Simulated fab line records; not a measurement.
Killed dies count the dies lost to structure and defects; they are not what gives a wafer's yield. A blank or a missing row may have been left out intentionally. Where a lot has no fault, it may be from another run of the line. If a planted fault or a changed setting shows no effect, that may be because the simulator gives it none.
Chamber matching :: flow n5 finfet :: 4 sister chambers for N5_BEOL_M3_VIA_ETCH_34 on rie diel-03
The step etches the open film in C4F6/O2, target depth 69.4 nm, time 65.9 s. 14 wafers are shown with their chamber, then 7 later ones without.

WAFERS PAIRED WITH THEIR CHAMBERS
wafer: L080.1
chamber: 0
showerhead plenum p Torr (Torr): 2.95
rf vpp V (V): 649
drypump motor current A (A): 5.7

wafer: L080.3
chamber: 1
showerhead plenum p Torr (Torr): 2.72
rf vpp V (V): 657
drypump motor current A (A): 5.7

wafer: L080.6
chamber: 0
showerhead plenum p Torr (Torr): 2.95
rf vpp V (V): 648
drypump motor current A (A): 5.7

wafer: L085.1
chamber: 1
showerhead plenum p Torr (Torr): 2.71
rf vpp V (V): 658
drypump motor current A (A): 5.7

wafer: L085.2
chamber: 2
showerhead plenum p Torr (Torr): 2.92
rf vpp V (V): 646
drypump motor current A (A): 5.3

wafer: L085.5
chamber: 1
showerhead plenum p Torr (Torr): 2.71
rf vpp V (V): 658
drypump motor current A (A): 5.7

wafer: L088.2
chamber: 2
showerhead plenum p Torr (Torr): 2.92
rf vpp V (V): 646
drypump motor current A (A): 5.3

wafer: L088.4
chamber: 1
showerhead plenum p Torr (Torr): 2.71
rf vpp V (V): 657
drypump motor current A (A): 5.7

wafer: L088.5
chamber: 3
showerhead plenum p Torr (Torr): 2.77
rf vpp V (V): 674
drypump motor current A (A): 5.1

wafer: L093.1
chamber: 3
showerhead plenum p Torr (Torr): 2.77
rf vpp V (V): 675
drypump motor current A (A): 5.1

wafer: L093.4
chamber: 0
showerhead plenum p Torr (Torr): 2.94
rf vpp V (V): 649
drypump motor current A (A): 5.6

wafer: L093.6
chamber: 3
showerhead plenum p Torr (Torr): 2.77
rf vpp V (V): 675
drypump motor current A (A): 5.1

wafer: L092.1
chamber: 2
showerhead plenum p Torr (Torr): 2.92
rf vpp V (V): 645
drypump motor current A (A): 5.3

wafer: L092.3
chamber: 3
showerhead plenum p Torr (Torr): 2.77
rf vpp V (V): 674
drypump motor current A (A): 5.0

SIGNATURES, as means of the wafers listed above
reading: showerhead plenum p Torr
chamber 0: 2.9467
chamber 1: 2.7125
chamber 2: 2.9200
chamber 3: 2.7700
scatter within a chamber: 0.00376

reading: rf vpp V
chamber 0: 648.67
chamber 1: 657.50
chamber 2: 645.67
chamber 3: 674.50
scatter within a chamber: 0.577

reading: drypump motor current A
chamber 0: 5.667
chamber 1: 5.700
chamber 2: 5.300
chamber 3: 5.075
scatter within a chamber: 0.0376
Rule: a wafer's distance from a chamber is the root of the sum, over the readings, of the square of ((its reading less the chamber's mean) divided by the reading's scatter). If the next closest chamber is less than 2 further off than the closest, the wafer can't be placed; otherwise it belongs to the closest. The scatter: take each reading less its chamber's mean, square it, sum over the shown wafers, divide by the number of wafers less the number of chambers, and take the root.

WAFERS WHOSE CHAMBER IS MISSING
wafer: L092.4
showerhead plenum p Torr (Torr): 2.77
rf vpp V (V): 674
drypump motor current A (A): 5.0

wafer: L095.3
showerhead plenum p Torr (Torr): 2.70
rf vpp V (V): 659
drypump motor current A (A): 5.7

wafer: L095.5
showerhead plenum p Torr (Torr): 2.76
rf vpp V (V): 674
drypump motor current A (A): 5.0

wafer: L095.6
showerhead plenum p Torr (Torr): 2.92
rf vpp V (V): 647
drypump motor current A (A): 5.3

wafer: L096.1
showerhead plenum p Torr (Torr): 2.70
rf vpp V (V): 657
drypump motor current A (A): 5.7

wafer: L096.4
showerhead plenum p Torr (Torr): 2.93
rf vpp V (V): 648
drypump motor current A (A): 5.6

wafer: L096.5
showerhead plenum p Torr (Torr): 2.76
rf vpp V (V): 673
drypump motor current A (A): 5.0

THE CHAMBER EACH PASSED THROUGH
wafer: L092.4
from the rows above: 3
in truth: 3

wafer: L095.3
from the rows above: 1
in truth: 1

wafer: L095.5
from the rows above: 3
in truth: 3

wafer: L095.6
from the rows above: 2
in truth: 2

wafer: L096.1
from the rows above: 1
in truth: 1

wafer: L096.4
from the rows above: 0
in truth: 0

wafer: L096.5
from the rows above: 3
in truth: 3
Correct placement for 7 of the 7. From these rows, 0 cannot be placed. Number placed wrongly: 0.
